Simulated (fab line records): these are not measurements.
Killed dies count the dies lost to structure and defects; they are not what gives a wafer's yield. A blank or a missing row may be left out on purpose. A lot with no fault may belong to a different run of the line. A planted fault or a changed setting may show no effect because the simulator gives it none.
Struck lot and sound lot, side by side || flow nand_harc || 14 steps out of a route of 1159
Sound: the wafers L462.1, L462.3, L462.5. Wafers L474.2, L474.3, L474.4 were the ones struck. At the end, the cause is stated.
Each step with rows lists, per side, the tool, then ch with its chambers, then its first start. Under that, the readings that differ: sound wafers || struck wafers || difference of the means || sigmas: that difference in standard deviations of wafers without a fault.
alike: readings whose means differ by less than 2 such deviations, and words and numbers that are the same on both sides. not compared: withheld readings, readings that some wafer has no value for, bounds like >300 that may hide the same value, and numbers for which the record gives no deviation and whose values overlap.
Wherever a step has rows on one side only, a row that says differs or no value, or a row with sigmas, the two part there. Numbers that don't overlap but have no deviation are shown without sigmas and don't part them. A reading that every wafer of one side lacks parts them only if that side has two wafers or more.

first, 1 step without rows for these wafers: NHARC_A_ONON_D1_DEP_00 (target thk 1000 nm).
NHARC_A_ONON_D1_THK_MEAS_02: measures by ellipsometry.
  sound: film_metro-01 at day 9 01:34; struck: film_metro-01 at day 11 22:52
  alike: thk_nm
after that, 1 step with no rows for these wafers: NHARC_A_ONON_D1_DEP_03 (target thk 1000 nm).
NHARC_A_ONON_D1_THK_MEAS_05: measures by ellipsometry.
  sound: film_metro-02 at day 9 02:08; struck: film_metro-02 at day 11 23:26
  alike: thk_nm
after that, 1 step with no rows for these wafers: NHARC_A_ONON_D1_DEP_06 (target thk 1000 nm).
NHARC_A_ONON_D1_THK_MEAS_08: measures by ellipsometry.
  sound: film_metro-02 at day 9 02:41; struck: film_metro-02 at day 12 00:01
  alike: thk_nm
after that, 1 step with no rows for these wafers: NHARC_A_ONON_D1_DEP_09 (target thk 1000 nm).
NHARC_A_ONON_D1_THK_MEAS_11: measures by ellipsometry.
  sound: film_metro-01 at day 9 03:16; struck: film_metro-01 at day 12 00:36
  alike: thk_nm
after that, 1 step with no rows for these wafers: NHARC_A_ONON_D1_DEP_12 (target thk 1000 nm).
NHARC_A_ONON_D1_THK_MEAS_14: measures by ellipsometry.
  sound: film_metro-01 at day 9 03:49; struck: film_metro-02 at day 12 01:11
  alike: thk_nm
then, 1 step without rows for these wafers: NHARC_A_ONON_D1_ANNEAL_15 (time 3600 s).
NHARC_A_ONON_D1_DEP_16: target thk 1000 nm.
  sound on pecvd_onon-02 ch 0, day 9 13:03; struck on pecvd_onon-02 ch 0, day 12 07:46
NHARC_A_ONON_D1_THK_MEAS_18: measures by ellipsometry.
  sound: film_metro-02 at day 9 13:34; struck: film_metro-02 at day 12 08:23
{"reading": "thk_nm (nm)", "sound": "1010 1010 1013", "struck": "1547 1546 1546", "difference": "+535", "sigmas": "+54"}
  not compared: hold
NHARC_END_SORT_01:
  the record has rows for the sound wafers here (prober-02 ch 0, day 23 16:36) and none for the struck ones

WHERE THEY PART
Last at NHARC_END_SORT_01 as far as this record goes, first at NHARC_A_ONON_D1_THK_MEAS_18.

WHY: the cause the simulator had injected
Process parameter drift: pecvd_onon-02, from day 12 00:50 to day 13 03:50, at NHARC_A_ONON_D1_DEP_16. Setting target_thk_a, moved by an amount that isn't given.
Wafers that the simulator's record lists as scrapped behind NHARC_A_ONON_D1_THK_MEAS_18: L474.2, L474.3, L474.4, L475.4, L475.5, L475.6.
